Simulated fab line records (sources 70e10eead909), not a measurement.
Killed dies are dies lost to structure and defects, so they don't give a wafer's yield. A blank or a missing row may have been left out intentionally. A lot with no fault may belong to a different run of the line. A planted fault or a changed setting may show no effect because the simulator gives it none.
Comparing a struck lot with a sound one :: flow nand_harc :: 15 steps out of a route of 1302
Sound: wafers L288.1, L288.2, L288.5. Wafers L289.1, L289.2, L289.6 were the ones struck. The cause comes at the end.
Order at every step that has rows: each side's tool, ch and its chambers, its first start. Under that, the readings that differ: sound wafers :: struck wafers :: difference of the means :: sigmas: that difference in standard deviations of wafers without a fault.
alike: words and numbers the same on both sides, and readings whose means are apart by under 2 such deviations; not compared: readings that were withheld, readings missing a value for some wafer, numbers with overlapping values and no deviation given by the record, and bounds like >300 which may hide the same value.
Wherever a step has rows on one side only, a row that says differs or no value, or a row with sigmas, the two part there. When numbers do not overlap yet have no deviation, they are printed without sigmas and do not part them. A reading that every wafer of one side lacks parts them only if that side has two wafers or more.

first, 2 steps without rows for these wafers: NHARC_P_GATE_DESCUM_93 (chemistry O2, time 3 s); NHARC_P_GATE_IMPLANT_94.
NHARC_P_GATE_STRIP_113: strips in N2/H2, time 740 s.
  sound on plasma_asher-01 ch 0,1, day 7 05:04; struck on plasma_asher-01 ch 0,1, day 7 21:20
  alike: drypump_motor_current_A, heater_power_w, temp_c
  not compared: rf_hours_counter_h
NHARC_P_GATE_STRIP_95: strips in O2.
  sound on plasma_asher-01 ch 0,1, day 7 05:46; struck on plasma_asher-01 ch 0,1, day 7 22:03
reading: temp_c (C)
sound: 249.45 250.01 249.80
struck: 249.99 250.33 250.15
difference: +0.40
sigmas: +2
  alike: drypump_motor_current_A, heater_power_w
  not compared: rf_hours_counter_h
then, 1 step without rows for these wafers: NHARC_P_GATE_STRIP_96 (strips in SPM, time 900 s).
NHARC_P_GATE_RTA_64: time 1 s.
  sound on rtp_anneal-02 ch 0, day 7 06:20; struck on rtp_anneal-01 ch 0, day 7 22:37
reading: lamp_zone_7_pct (%)
sound: 34.6 34.7 34.7
struck: 40.3 40.3 40.4
difference: +5.7
sigmas: +2

reading: wafer_temp_C_max
sound: 1055.7 1055.1 1056.1
struck: 1060.1 1060.5 1061.4
difference: +5.0
sigmas: +3
  alike: lamp_power_pct
then, 5 steps without rows for these wafers: NHARC_P_GATE_ETCH_77 (etches SiO2 in dHF, target depth 6 nm); NHARC_P_GATE_DEGAS_109 (time 60 s); NHARC_P_GATE_PRE_CLEAN_110 (time 30 s); NHARC_P_GATE_SPUTTER_78 (material Ni, target thk 10 nm); NHARC_P_GATE_SPUTTER_79 (material TiN, target thk 10 nm).
NHARC_P_GATE_RTA_80: time 30 s.
  sound on rtp_anneal-02 ch 0, day 7 06:58; struck on rtp_anneal-01 ch 0, day 7 23:13
reading: lamp_power_pct (%)
sound: 2.04 2.04 2.04
struck: 2.37 2.37 2.37
difference: +0.33
sigmas: +2

reading: lamp_zone_7_pct (%)
sound: 2.14 2.14 2.14
struck: 2.49 2.48 2.49
difference: +0.35
sigmas: +2
  alike: wafer_temp_C_max
NHARC_P_GATE_STRIP_67: strips in SPM, time 600 s.
  sound on wet_bench-02 ch 5,6,7, day 7 07:12; struck on wet_bench-02 ch 0,2,3, day 7 23:25
reading: bath_guard_temp_C (C)
sound: 130.1 129.2 129.8
struck: 125.1 124.0 124.4
difference: -5.2
sigmas: -11

reading: temp_c (C)
sound: 129.90 130.15 129.92
struck: 124.29 124.09 124.10
difference: -5.83
sigmas: -39
NHARC_P_GATE_RTA_82: time 30 s.
  sound on rtp_anneal-01 ch 0, day 7 07:28; struck on rtp_anneal-01 ch 0, day 7 23:40
  alike: lamp_power_pct, lamp_zone_7_pct, wafer_temp_C_max
-- record jumps: 19 days between struck wafers' starts before vs after; left off in module P_GATE, resumes in module END, first step shown is number 1302 of the route --
NHARC_END_SORT_01:
  sound on prober-02 ch 0, day 27 01:04; struck on prober-01 ch 0, day 27 00:54
  alike: killed_at_array, killed_at_other, killed_at_periphery, killed_dies, killed_open, killed_short

WHERE THEY PART
First at NHARC_P_GATE_STRIP_95; last, within this record, at NHARC_P_GATE_STRIP_67. Later steps at which nothing parts them and some readings are alike: NHARC_P_GATE_RTA_82, NHARC_END_SORT_01.

WHY: what had been put in by the simulator
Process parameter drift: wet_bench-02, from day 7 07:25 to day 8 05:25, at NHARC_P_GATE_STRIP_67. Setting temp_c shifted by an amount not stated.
